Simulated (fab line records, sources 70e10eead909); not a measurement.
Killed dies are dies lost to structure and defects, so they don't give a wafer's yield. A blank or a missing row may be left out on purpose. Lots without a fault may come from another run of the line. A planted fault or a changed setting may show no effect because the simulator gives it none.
Chamber matching | flow nand_harc | NHARC_A_BONDPAD_CMP_19 on cmp-04: 4 sister chambers
The step polishes, t overpolish 30 s, cu recess touch 16 s, target thk 169.82 nm. 4 wafers are shown with their chamber, then 8 later ones without.

WAFERS WITH THEIR CHAMBER
wafer  | chamber | motor_current_A (A)
L437.1 | 0       | 11.8
L437.4 | 3       | 12.2
L439.6 | 1       | 13.0
L440.1 | 2       | 12.1

WAFERS WITHOUT THEIR CHAMBER
wafer  | motor_current_A (A)
L440.2 | 11.7
L440.5 | 11.4
L454.1 | 12.0
L454.3 | 12.9
L454.4 | 11.9
L455.1 | 11.5
L455.3 | 13.1
L455.5 | 12.2

WHICH CHAMBER EACH WENT THROUGH
wafer  | from the rows above          | in truth
L440.2 | can't be placed: 0 or 2      | 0
L440.5 | can't be placed: 0 or 2      | 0
L454.1 | can't be placed: 2 or 0 or 3 | 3
L454.3 | 1                            | 1
L454.4 | can't be placed: 0 or 2 or 3 | 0
L455.1 | can't be placed: 0 or 2      | 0
L455.3 | 1                            | 1
L455.5 | can't be placed: 3 or 2      | 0
Placed correctly: 2 of 8. Can't be placed from these rows: 6 (the true chamber is among the candidates in 5). Placed wrongly: 0.
How it was worked out, from the rows above alone: a wafer's distance from a chamber is the root of the sum, over the readings, of the square of ((its reading less the chamber's mean) divided by the reading's scatter). The wafer belongs to the nearest chamber; if the next one is less than 2 further off, it can't be placed. A chamber's mean is the mean of its shown wafers. The scatter: with one shown wafer a chamber, the root of the mean of the squares of how far each hidden wafer lies from its nearest shown one.
